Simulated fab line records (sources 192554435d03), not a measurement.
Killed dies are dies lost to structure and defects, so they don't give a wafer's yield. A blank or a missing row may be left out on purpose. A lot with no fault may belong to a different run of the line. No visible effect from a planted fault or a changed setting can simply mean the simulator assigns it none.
fab line records | flow n5-finfet
record: lots: 5 wafers: 15 last-day: 13
route steps=1938 shown STI_FIN_REVEAL@203 DUMMY_GATE@212 PASSIVATION@1936
lots that met no fault: taken from a fault-free run of the same line
start-h: hours from the record's opening day to when the first of the lot's shown wafers began | wait-h: hours elapsed since this lot's preceding step | " unchanged from the row above | L1.1+2: several wafers, shown together as one row | - no value, or no start given | * or withheld: withheld | < > ~ a bound
route shown NAME@n: a module of which the file shows steps, and the number in the route of the first | usual: the fault-free wafers' mean and standard deviation | same: alike in all rows | chamber/n: place in a boat | sites: each site's reading | _std_site: their standard deviation | _edge_site: the outer-site mean with the inner-site mean subtracted | radius-mm: how far each site lies from the wafer's centre | mask NAME#n: copy n | behind: the tool/chamber that last shaped the wafer | hold: why the lot was held/for how many hours/how that ended | device: names the non-switching transistor (n, p or np) | end of line: the tests these same wafers got at the end of their route | a step given without rows: its recipe and nothing more | killed: not the wafer's yield, but the dies lost to structure and defects at the first sort | map: per-die view of a wafer (x killed, . not killed, _ where there is no die)
set.NAME: the run value of the setting; set.NAME@STEP: its run value at that earlier step | model.NAME: the simulator's own value behind a step, which no gauge read
lots at selected steps of the route; one table per step, one row per wafer
== steps ==
step: N5_STI_FIN_REVEAL_SRD_21
recipe: dry: ipa-marangoni time-s: 30 temp-c: 23 rinse-liquid: diw
step: N5_STI_FIN_REVEAL_OXIDATION_33
recipe: chemistry: O2_PLASMA_REMOTE temp-c: 150 time-s: 20 pressure-mtorr: 1000 source-power-w: 2000 o2-flow-sccm: 3000
step: N5_STI_FIN_REVEAL_CLEAN_19
recipe: chemistry: O3/DIW temp-c: 25 time-s: 120 o3-ppm: 10
step: N5_STI_FIN_REVEAL_SRD_23
recipe: dry: ipa-marangoni time-s: 30 temp-c: 23 rinse-liquid: diw
step: N5_STI_FIN_REVEAL_PRECLEAN_18
recipe: chemistry: SC2 time-s: 45 temp-c: 35 mix: 1:1:50
step: N5_STI_FIN_REVEAL_SRD_28
recipe: dry: ipa-marangoni time-s: 30 temp-c: 23 rinse-liquid: diw
step: N5_DUMMY_GATE_PRECLEAN_00
recipe: chemistry: O3/DIW time-s: 60 temp-c: 22 o3-ppm: 10
step: N5_DUMMY_GATE_SRD_01
recipe: time-s: 30 temp-c: 23 rinse-liquid: diw dry: ipa-marangoni
step: N5_DUMMY_GATE_ALD_02
recipe: material: SiO2 target-thk-a: 20 temp-c: 300 ald-precursor-family: BDEAS ald-co-reactant: O2-plasma pulse-time-s: 1 pressure-torr: 2
step: N5_DUMMY_GATE_CVD_03
recipe: material: a-Si target-thk-a: 1500 temp-c: 530 precursor: SiH4 time-s: 8042
columns lot.wafer tool chamber start-h wait-h
L856.4+5+6 lpcvd-01 1/104,1/109,1/114 38.49 0.1
L857.2+4+6 lpcvd-01 0/20,0/29,0/39 45.01 0.1
L859.2+4+6 lpcvd-01 1/45,1/54,1/64 55.37 0.1
L860.2+3+4 lpcvd-01 1/20,1/25,1/29 60.92 0.1
L861.2+4+6 lpcvd-01 0/45,0/54,0/64 67.02 0.1
step: N5_DUMMY_GATE_PRECLEAN_46
recipe: chemistry: DIW time-s: 89.5 temp-c: 23
step: N5_DUMMY_GATE_SRD_47
recipe: dry-time-s: 32 dry: n2-spin spin-rpm: 1500
step: N5_DUMMY_GATE_CMP_04
recipe: material: a-Si post-cmp-clean: alkaline-brush
step: N5_DUMMY_GATE_HM_DEP_06
recipe: material: SiNx target-thk-a: 800 precursor: DCS/NH3 temp-c: 700 pressure-mtorr: 300 time-s: 5141
step: N5_DUMMY_GATE_PECVD_30
recipe: material: SiO2 target-thk-a: 550 temp-c: 400 precursor: TEOS/O2 pressure-torr: 6.5 rf-w: withheld teos-flow-sccm: withheld gas: O2 flow-sccm: 2650 time-s: 10.8
step: N5_DUMMY_GATE_COAT_34
recipe: resist: SOC temp-c: 250 time-s: 60 spin-rpm: 1500 resist-thk-nm: 60
step: N5_DUMMY_GATE_COAT_35
recipe: resist: SiARC temp-c: 220 time-s: 60 spin-rpm: 1500 resist-thk-nm: 10
step: N5_DUMMY_GATE_COAT_28
recipe: resist: underlayer temp-c: 205 time-s: 60 spin-rpm: 1500 resist-thk-nm: 10
step: N5_DUMMY_GATE_COAT_09
recipe: resist: CAR-EUV spin-rpm: 1500 resist-thk-nm: 30
step: N5_DUMMY_GATE_EBR_11
recipe: solvent: PGMEA ebr-width-mm: 1.5
step: N5_DUMMY_GATE_SOFTBAKE_10
recipe: temp-c: 110 time-s: 60 resist: CAR-EUV
step: N5_DUMMY_GATE_EXPOSE_12
recipe: mask-id: GATE na: 0.33 source-shape: annular sigma-inner: 0.2 sigma-outer: 0.6 polarization: unpolarized target-cd-nm: 25 dose-mj: 34
step: N5_DUMMY_GATE_PEB_13
recipe: peb-temp-c: 100 peb-time-s: 60 resist: CAR-EUV
step: N5_DUMMY_GATE_DEVELOP_14
recipe: develop-time-s: 30 developer: TMAH resist: CAR-EUV rinse-liquid: surfactant-rinse dry: air-spin dev-temp-c: 23
step: N5_DUMMY_GATE_DESCUM_20
recipe: chemistry: O2 time-s: 6.2 source-power-w: 50 bias-power-w: 20 pressure-mtorr: 20 rf-frequency-hz: 2.712e+07 temp-c: 40 resist: CAR-EUV o2-flow-sccm: 225
step: N5_DUMMY_GATE_ETCH_29
recipe: chemistry: N2/H2 target: underlayer target-depth-a: 130 ion-energy-ev: 200 pressure-mtorr: 30 source-w: 840 bias-w: 150 n2-flow-sccm: 200 h2-flow-sccm: 200
step: N5_DUMMY_GATE_ETCH_36
recipe: chemistry: CF4 target: SiARC target-depth-a: 130 pressure-mtorr: 40 source-w: 545 bias-w: 36 Ar_flow_sccm: 100 cf4-flow-sccm: 100 ion-energy-ev: 80
step: N5_DUMMY_GATE_ETCH_37
recipe: chemistry: N2/H2 target: SOC target-depth-a: 600 overetch-a: 300 temp-c: 40 ion-energy-ev: 200 pressure-mtorr: 30 source-w: 840 bias-w: 150 n2-flow-sccm: 200 h2-flow-sccm: 200
step: N5_DUMMY_GATE_STRIP_38
recipe: chemistry: N2/H2 temp-c: 40 n2-flow-sccm: 200 h2-flow-sccm: 200 rf-frequency-hz: 6e+07
step: N5_DUMMY_GATE_STRIP_39
recipe: chemistry: N2/H2 temp-c: 40 n2-flow-sccm: 200 h2-flow-sccm: 200 rf-frequency-hz: 6e+07
step: N5_DUMMY_GATE_TRIM_49
recipe: chemistry: O2 resist: SOC time-s: 29 target-cd-nm: 14 source-power-w: 300 bias-power-w: 0 O2_flow_sccm: 100 temp-c: 20
step: N5_DUMMY_GATE_STRIP_40
recipe: chemistry: CF4 resist: SiARC power-w: 300 bias-power-w: 75 pressure-mtorr: 50 cf4-flow-sccm: 150 rf-frequency-hz: 6e+07
step: N5_DUMMY_GATE_ETCH_31
recipe: chemistry: C4F6/O2 target: SiO2 mask-material: SOC target-depth-a: 825 time-s: 27.5 ion-energy-ev: 250 pressure-mtorr: 30 source-w: 345 bias-w: 185 Ar_flow_sccm: 300 C4F6_flow_sccm: 10 O2_flow_sccm: 10
step: N5_DUMMY_GATE_STRIP_41
recipe: chemistry: O2 power-w: 400 temp-c: 40 pressure-mtorr: 30 rf-frequency-hz: 6e+07 bias-power-w: 0 overash-fraction: 0.3 o2-flow-sccm: 225
step: N5_PASSIVATION_PROBE_49
usual: defect-limited-yield: 91.3/1.5 killed_at_M0_to_M3: 33/12 killed_at_M4_up: 13/5.2 killed-at-contacts: 13/6.7 killed-at-front-end: 40/11 killed-at-other: 4.1/2.7 killed-dies: 103/17 killed-on-rim: 14/4.2 killed-open: 69/13 killed-short: 33/8.4 sort_bin_5_function: 5.1/1 sort_bin_6_memory: 3.2/0.62 sort-n-pass: 1077/17 sort-yield-pct: 91.3/1.5
same: gross-dies: 1180 killed-at-back-side: 0 sort_bin_4_leakage[%]: 0 sort_bin_8_speed[%]: 0
columns lot.wafer tool chamber start-h wait-h defect-limited-yield[%] killed_at_M0_to_M3 killed_at_M4_up killed-at-contacts killed-at-front-end killed-at-other killed-dies killed-on-rim killed-open killed-short sort_bin_5_function[%] sort_bin_6_memory[%] sort-n-pass sort-yield-pct[%]
L857.2 prober-01 - 274.71 0.1 90.4 39 12 29 30 3 113 16 84 27 6.1 3.2 1067 90.4
L857.4 prober-01 - 274.81 0.2 93.9 26 7 8 30 1 72 5 45 24 3.6 2.0 1108 93.9
L857.6 prober-01 - 274.91 0.3 93.1 17 10 19 32 3 81 6 54 24 4.1 2.5 1099 93.1
L860.2 prober-01 - 299.46 0.1 84.1 50 14 5 113 6 188 26 76 22 9.9 3.5 992 84.1
L860.3 prober-01 - 299.51 0.1 82.8 42 22 9 121 9 203 28 77 41 10.0 4.2 977 82.8
L860.4 prober-01 - 299.56 0.2 85.1 21 26 4 119 6 176 21 55 25 8.8 3.2 1004 85.1
L859.2 prober-02 - 303.85 0.1 85.3 33 15 8 113 4 173 24 60 22 8.6 2.9 1007 85.3
L859.4 prober-02 - 303.95 0.2 87.0 23 9 11 107 3 153 24 42 22 7.0 2.7 1027 87.0
L859.6 prober-02 - 304.05 0.3 82.8 38 13 14 133 5 203 31 71 38 9.5 4.7 977 82.8
L861.2 prober-01 - 311.96 0.1 85.8 21 12 17 115 2 167 34 67 33 9.1 3.2 1013 85.8
L861.4 prober-01 - 312.06 0.2 85.1 39 11 22 96 8 176 33 74 32 8.9 4.2 1004 85.1
L861.6 prober-01 - 312.16 0.3 86.1 23 9 19 111 2 164 30 62 31 7.5 3.9 1016 86.1
killed by level:class
L857.2 MOL_CONTACT_COAG:geometric-particle:open=27 BEOL_M2:geometric-particle:open=12 FIN_SAQP:geometric-particle:open=8 BEOL_M3:geometric-particle:open=7 STI_FIN_REVEAL:geometric-particle:open=6 FIN_SAQP:geometric-particle:short=4 BEOL_M0_SAQP:geometric-particle:open=4 BEOL_M1:geometric-particle:open=4
L857.4 BEOL_M2:geometric-particle:open=9 FIN_SAQP:geometric-particle:short=7 FIN_SAQP:geometric-particle:open=6 MOL_CONTACT_COAG:geometric-particle:open=6 DUMMY_GATE:geometric-particle:open=5 BEOL_M0_SAQP:geometric-particle:open=5 GATE_CUT:geometric-particle:short=4 BEOL_M0_SAQP:geometric-particle:short=3
L857.6 MOL_CONTACT_COAG:geometric-particle:open=16 STI_FIN_REVEAL:geometric-particle:open=5 BEOL_M2:geometric-particle:open=5 STARTING-WAFER:geometric-particle:open=5 FIN_SAQP:geometric-particle:short=4 ILD0:geometric-particle:short=3 MOL_CONTACT_COAG:geometric-particle:short=3 BEOL_M0_SAQP:geometric-particle:short=3
L860.2 DUMMY_GATE:unspecified=89 BEOL_M0_SAQP:geometric-particle:open=11 BEOL_M0_SAQP:geometric-particle:short=10 BEOL_M1:geometric-particle:open=9 STI_FIN_REVEAL:geometric-particle:open=8 BEOL_M2:geometric-particle:open=8 FIN_SAQP:geometric-particle:open=6 BEOL_M4:geometric-particle:open=6
L860.3 DUMMY_GATE:unspecified=83 STI_FIN_REVEAL:geometric-particle:open=13 BEOL_M0_SAQP:geometric-particle:open=8 BEOL_M0_SAQP:geometric-particle:short=8 MOL_CONTACT_COAG:geometric-particle:open=7 BEOL_M4:geometric-particle:open=7 BEOL_M3:geometric-particle:open=6 BEOL_M0:geometric-particle:open=5
L860.4 DUMMY_GATE:unspecified=95 BEOL_M4:geometric-particle:open=15 BEOL_M3:geometric-particle:open=7 STARTING-WAFER:geometric-particle:short=6 BEOL_M0_SAQP:geometric-particle:short=5 GATE_CUT:geometric-particle:short=4 BEOL_M6:geometric-particle:open=4 GATE_CUT:geometric-particle:open=3
L859.2 DUMMY_GATE:unspecified=89 BEOL_M4:geometric-particle:open=10 BEOL_M0_SAQP:geometric-particle:open=8 MOL_CONTACT_COAG:geometric-particle:open=7 BEOL_M2:geometric-particle:open=7 BEOL_M1:geometric-particle:open=6 FIN_SAQP:geometric-particle:open=5 GATE_CUT:geometric-particle:short=5
L859.4 DUMMY_GATE:unspecified=89 MOL_CONTACT_COAG:geometric-particle:open=11 BEOL_M0_SAQP:geometric-particle:open=6 BEOL_M4:geometric-particle:open=6 BEOL_M0_SAQP:geometric-particle:short=5 FIN_SAQP:geometric-particle:open=4 BEOL_M2:geometric-particle:open=4 STARTING-WAFER:geometric-particle:short=3
L859.6 DUMMY_GATE:unspecified=94 MOL_CONTACT_COAG:geometric-particle:open=11 FIN_SAQP:geometric-particle:short=10 STI_FIN_REVEAL:geometric-particle:open=8 BEOL_M1:geometric-particle:open=8 BEOL_M0_SAQP:geometric-particle:short=8 FIN_SAQP:geometric-particle:open=6 BEOL_M0_SAQP:geometric-particle:open=6
L861.2 DUMMY_GATE:unspecified=67 STI_FIN_REVEAL:geometric-particle:open=12 MOL_CONTACT_COAG:geometric-particle:open=12 BEOL_M0_SAQP:geometric-particle:open=8 FIN_SAQP:geometric-particle:open=5 FIN_SAQP:geometric-particle:short=5 STI_FIN_REVEAL:geometric-particle:short=5 BEOL_M2:geometric-particle:open=5
L861.4 DUMMY_GATE:unspecified=68 MOL_CONTACT_COAG:geometric-particle:open=18 BEOL_M0_SAQP:geometric-particle:open=16 BEOL_M0_SAQP:geometric-particle:short=11 STI_FIN_REVEAL:geometric-particle:open=6 GATE_CUT:geometric-particle:short=5 BEOL_M4:geometric-particle:open=5 MOL_CONTACT_COAG:geometric-particle:short=4
L861.6 DUMMY_GATE:unspecified=69 MOL_CONTACT_COAG:geometric-particle:open=14 DUMMY_GATE:geometric-particle:open=7 BEOL_M0_SAQP:geometric-particle:short=6 FIN_SAQP:geometric-particle:open=5 FIN_SAQP:geometric-particle:short=5 MOL_CONTACT_COAG:geometric-particle:short=5 GATE_CUT:geometric-particle:short=5
map L859.6 (x killed, . not)
_________________.....x......________________
______________.........x........_____________
___________.x...................x..__________
__________........................x._________
________...x......xxx.xx.x...........x_______
_______...x.........................x..______
______...x................x..........x.._____
_____.....x..............................____
____...x..x...............x..............x___
___...x............................x.x.....__
___.x...x.........x..x.....x....x...x....x.__
__.....x....x....x....x..........xx.....x..._
__x.......................x...........x....._
_xxxx.x........x................x............
_xx.xxx.x....x...................x...........
_xxxxx.xx............x...........x...........
_xxxxxxxxxxx.................................
_xxxxxxxxxx............x....x.....x..........
_xxxxxxxxxx.......x..................x.......
_xxxxxxxxxxxx.x..............x......x..x.x...
_xxxxxxxx.x.............x.........x.x......x.
__xxxxxxxxxx..................x...........x._
__xxxxxxxx.x..........x...............x....._
___xxxxxxx..........x.......x..............__
___xxxxxx......x...x............x........x.__
____xx.x.........................xx...x...___
_____........x.....x.................x...____
______.........x...x..x..xx.x..........._____
_______x....x........x..............x..______
________.x.......x....xx......x......._______
__________x........................._________
___________........................__________
______________............x....._____________
_________________.x..........________________
map L860.3 (x killed, . not)
_________________.....x......________________
______________.......x........x._____________
___________............x.......x...__________
__________.xx................xx....._________
________.........x.............x......_______
_______..........x.....................______
______........x.........x.x............._____
_____...................x.x.......x......____
____....x..x....x.........x.....x.......x.___
___.x...x...x......x.......x....x..........__
___x.........x........x................x..x__
__......x..x......................x........._
__......x.........x............x............_
_x..x..x............x..x..x..x.......x.......
_x.x.x..x...x...x............................
_x.xxxxx.........x.......x..x..........x.....
_xxxxxxxx.......x............x...............
_xxxxxxxx.xxx.......x....xx..x.x...x....xx...
_xxxxxxxxx.......x.x.........x..x.......x....
_xxxxxxxxx.x.........x........xx...........x.
_xxxxxxxxxx.x.........x...........x..........
__xxxxxxx.............x.x.........x......xx._
__xxxxxxxx..................xx.x............_
___xxxxxxx.........x..x....x.....x.........__
___xxxx.................x..x.........x.x...__
____x.x...x.....x....x............x.......___
_____............................x.......____
______.............x......x............._____
_______.......x.....x.......x..........______
________........x....x................_______
__________..........x..............._________
___________.x...x...x.x....xx..x...__________
______________....x...x.....x..._____________
_________________x...........________________
== key ==
first-sign: step: N5_PASSIVATION_PROBE_49 reading: killed-at-front-end direction: up sigmas: 6.7 usual: 40 struck: 114
effect: step: N5_PASSIVATION_PROBE_49 reading: killed-dies direction: up sigmas: 4.3 usual: 103 struck: 178
more-kills-born-at: N5_DUMMY_GATE_CVD_03@lpcvd-01: 743
met-at N5_DUMMY_GATE_CVD_03
struck-wafers L859.2,L859.4,L859.6,L860.2,L860.3,L860.4,L861.2,L861.4,L861.6
also-fits time
fault: kind: chamber-particle-source tool: lpcvd-01 chamber: - onset-h: 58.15 steps: N5_DUMMY_GATE_CVD_03 rate-per-visit-cm2: 1.3554 end-h: 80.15
